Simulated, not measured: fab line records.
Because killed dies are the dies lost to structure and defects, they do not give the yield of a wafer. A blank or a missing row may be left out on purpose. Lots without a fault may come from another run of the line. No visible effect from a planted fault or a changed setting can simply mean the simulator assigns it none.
Struck lot and sound lot, side by side -- flow nand harc -- 14 steps out of a route of 1159
Sound: wafers L554.2, L554.3, L554.4. Struck: wafer L568.4. (L568.2, L568.3 of the same lot were not struck and are left out.) The cause comes at the end.
Order at every step that has rows: each side's tool, ch and its chambers, its first start. Under that, the readings that differ: sound wafers -- struck wafers -- difference of the means -- sigmas: that difference in standard deviations of wafers without a fault.
alike: same words and numbers on both sides, and readings whose means sit less than 2 such deviations apart. not compared: any withheld reading, any reading some wafer has no value for, any bound like >300 that may hide the same value, and any number with overlapping values for which the record gives no deviation.
The two part at a step that has a row with sigmas, a row that says differs or no value, or rows on one side only. When numbers do not overlap yet have no deviation, they are printed without sigmas and do not part them. A reading missing from all wafers of one side parts the sides only when that side holds two or more wafers.

first, 8 steps without rows for these wafers: NHARC_THIN_TSV_DEHYDRATE_25 (time 120 s); NHARC_THIN_TSV_HMDS_26 (time 30 s); NHARC_THIN_TSV_COAT_27; NHARC_THIN_TSV_SOFTBAKE_28 (time 95 s); NHARC_THIN_TSV_EBR_29; NHARC_THIN_TSV_EXPOSE_30 (exposes mask PAD); NHARC_THIN_TSV_PEB_31 (peb time 85 s); NHARC_THIN_TSV_DEVELOP_32 (time 70 s).
NHARC_THIN_TSV_CD_MEAS_33: the cd target is 5000 nm.
  sound on cd sem-02 ch 0, day 19 02:41; struck on cd sem-03 ch 0, day 21 17:50
reading,sound,struck,difference,sigmas
cd nm (nm),5000.7 4997.0 4996.8,5004.1,+5.9,+3
then, 1 step without rows for these wafers: NHARC_THIN_TSV_HARDBAKE_34 (time 80 s).
NHARC_THIN_TSV_DESCUM_35: chemistry O2, time 3 s.
  sound on rie diel-11 ch 0,1,3, day 19 02:50; struck on rie diel-12 ch 0, day 21 18:01
reading,sound,struck,difference,sigmas
oes product au (a.u.),0.986 1.017 0.981,0.969,-0.026,-2
rf hours counter h (h),4 3 5,10,+6,
  alike: drypump motor current A, rf vpp V, showerhead plenum p Torr, throttle valve pct
NHARC_THIN_TSV_ETCH_59: etches the open film in Cl2/BCl3, target depth 880 nm, time 138.1 s.
  sound on rie metal-01 ch 0,1, day 19 03:00; struck on rie metal-03 ch 1, day 21 18:07
  alike: drypump motor current A, oes product au, run length s, throttle valve pct
  not compared: rf hours counter h
NHARC_THIN_TSV_ETCH_36: etches the open film in Cl2/BCl3, target depth 65 nm, time 18.571 s.
  sound on rie metal-01 ch 0,1, day 19 03:14; struck on rie metal-03 ch 1, day 21 18:23
reading,sound,struck,difference,sigmas
run length s (s),39.2 38.8 40.1,35.1,-4.3,-9
  alike: drypump motor current A, oes product au
  not compared: rf hours counter h
NHARC_THIN_TSV_STRIP_56: strips in O2.
  sound on plasma asher-02 ch 0,1, day 19 03:22; struck on plasma asher-01 ch 1, day 21 18:31
  alike: drypump motor current A, heater power w
  not compared: rf hours counter h

== WHERE THEY PART ==
At NHARC_THIN_TSV_CD_MEAS_33 first; at NHARC_THIN_TSV_ETCH_36 last (within this record only). Later steps at which nothing parts them and some readings are alike: NHARC_THIN_TSV_STRIP_56.

WHY: whatever the simulator had introduced
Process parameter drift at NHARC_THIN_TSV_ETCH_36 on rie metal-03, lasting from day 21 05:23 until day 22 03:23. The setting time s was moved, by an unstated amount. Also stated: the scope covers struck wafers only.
